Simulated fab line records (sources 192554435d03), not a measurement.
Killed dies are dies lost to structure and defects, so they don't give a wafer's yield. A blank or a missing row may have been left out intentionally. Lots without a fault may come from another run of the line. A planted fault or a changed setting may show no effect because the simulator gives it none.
Lot-split experiment ; flow n5_finfet ; 7 lots, 21 wafers read, on a route of 1938 steps

## THE SPLIT
At N5_MOL_CONTACT_COAG_COAT_78 (resist thk 40 nm), the setting spin_rpm was moved away from the recipe's 1500 rpm on 10 of the 21 wafers read, by -10.5% to +10.1%. All remaining wafers had this setting at the recipe value.

## FROM THE SPLIT TO THE READING: what the file shows between them, 2 steps
- N5_MOL_CONTACT_COAG_EBR_80
- N5_MOL_CONTACT_COAG_SOFTBAKE_79: time 60 s

## THE READING
CAR-EUV_of_MOL_CONTACT_COAG_COAT_78.thk_nm (the simulator's own value, which no gauge read), in nm, at N5_MOL_CONTACT_COAG_DESCUM_88 (chemistry O2, time 7 s). No usual value for it is given in the file. Average 36.1 nm, standard deviation 0.13 nm, over the 11 wafers here run with the recipe.

wafer;tool, chamber at the split;spin_rpm as run, rpm;against the recipe;CAR-EUV_of_MOL_CONTACT_COAG_COAT_78.thk_nm, nm;against lot-mates on the recipe
L075.1;litho_track-03, 0;1343;-10.5%;38.4;+2.4
L075.3;litho_track-03, 0;1343;-10.5%;38.4;+2.4
L075.4;litho_track-03, 0;1500;recipe;36;-
L076.1;litho_track-02, 0;1651;+10.1%;34.4;-1.8
L076.2;litho_track-02, 0;1651;+10.1%;34.2;-2.0
L076.6;litho_track-02, 0;1500;recipe;36.2;-
L081.1;litho_track-03, 0;1551;+3.4%;35.2;-0.8
L081.3;litho_track-03, 0;1500;recipe;36;-
L081.6;litho_track-03, 0;1500;recipe;36;-
L083.1;litho_track-01, 0;1500;recipe;36;-
L083.3;litho_track-01, 0;1500;recipe;36;-
L083.4;litho_track-01, 0;1500;recipe;36;-
L086.1;litho_track-03, 0;1636;+9.1%;34.4;-1.9
L086.3;litho_track-03, 0;1500;recipe;36.4;-
L086.5;litho_track-03, 0;1500;recipe;36.2;-
L095.2;litho_track-03, 0;1577;+5.1%;35.2;-0.8
L095.6;litho_track-03, 0;1577;+5.1%;35.2;-0.8
L095.5;litho_track-03, 0;1500;recipe;36;-
L096.2;litho_track-02, 0;1500;recipe;36.2;-
L096.3;litho_track-02, 0;1564;+4.3%;35.2;-1.0
L096.6;litho_track-02, 0;1564;+4.3%;35.4;-0.8

FIT RESULTS
A straight line over all 21 wafers: CAR-EUV_of_MOL_CONTACT_COAG_COAT_78.thk_nm changes by -0.199 nm for each +1% of spin_rpm; r = -0.99; the points scatter about the line by 0.16 nm.
The same after taking each lot's own level away (the mean of its wafers on the recipe; 21 wafers): -0.209 nm for each +1%; r = -0.99; scatter 0.13 nm.
That fit puts the effect of the largest move of spin_rpm on the reading at 2.2 nm.
The lots' own levels span 36.00 to 36.30 nm, that is 2.3 times the standard deviation above.
Consequently the slope shifts little with the lot-to-lot level, the two slopes agreeing.
Check: +2.18 nm against its lot-mates is what the line predicts for one of the wafers moved furthest among these (-10.5%) when that wafer is left out of the fit. It came out at +2.4 nm against them.

## ADDITIONAL SPLITS CARRIED BY THESE WAFERS
Note: prior to the reading, these wafers also went through further splits. Each is held against what the fit with the lots' levels taken away leaves over:
other split on the same wafers;wafers away from the commonest value;r with CAR-EUV_of_MOL_CONTACT_COAG_COAT_78.thk_nm (lot level and that fit taken away)
N5_SD_EPI_N_DESCUM_14 time_s;10;+0.00
N5_ILD0_PRECLEAN_10 time_s;11;+0.26
N5_SDB_COAT_05 spin_rpm;8;-0.18
N5_HKMG_FIN_COAT_30 spin_rpm;10;+0.35
N5_HKMG_FIN_EXPOSE_09 dose_mj;9;+0.18

## THE WHOLE CHAIN: every reading that the file lists as answering this split, in the file's order
step;what it does;reading;change (the file's fit);r (the file's)
N5_MOL_CONTACT_COAG_COAT_78;resist thk 40 nm;CAR-EUV_of_MOL_CONTACT_COAG_COAT_78.thk_nm (the simulator's own value, which no gauge read);-0.196 nm for each +1% of the setting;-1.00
N5_MOL_CONTACT_COAG_DESCUM_88;chemistry O2, time 7 s;CAR-EUV_of_MOL_CONTACT_COAG_COAT_78.thk_nm (the simulator's own value, which no gauge read);-0.207 nm for each +1% of the setting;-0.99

## FILE'S OWN FIT
CAR-EUV_of_MOL_CONTACT_COAG_COAT_78.thk_nm changes by -0.207 nm for each +1% of spin_rpm, r = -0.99.
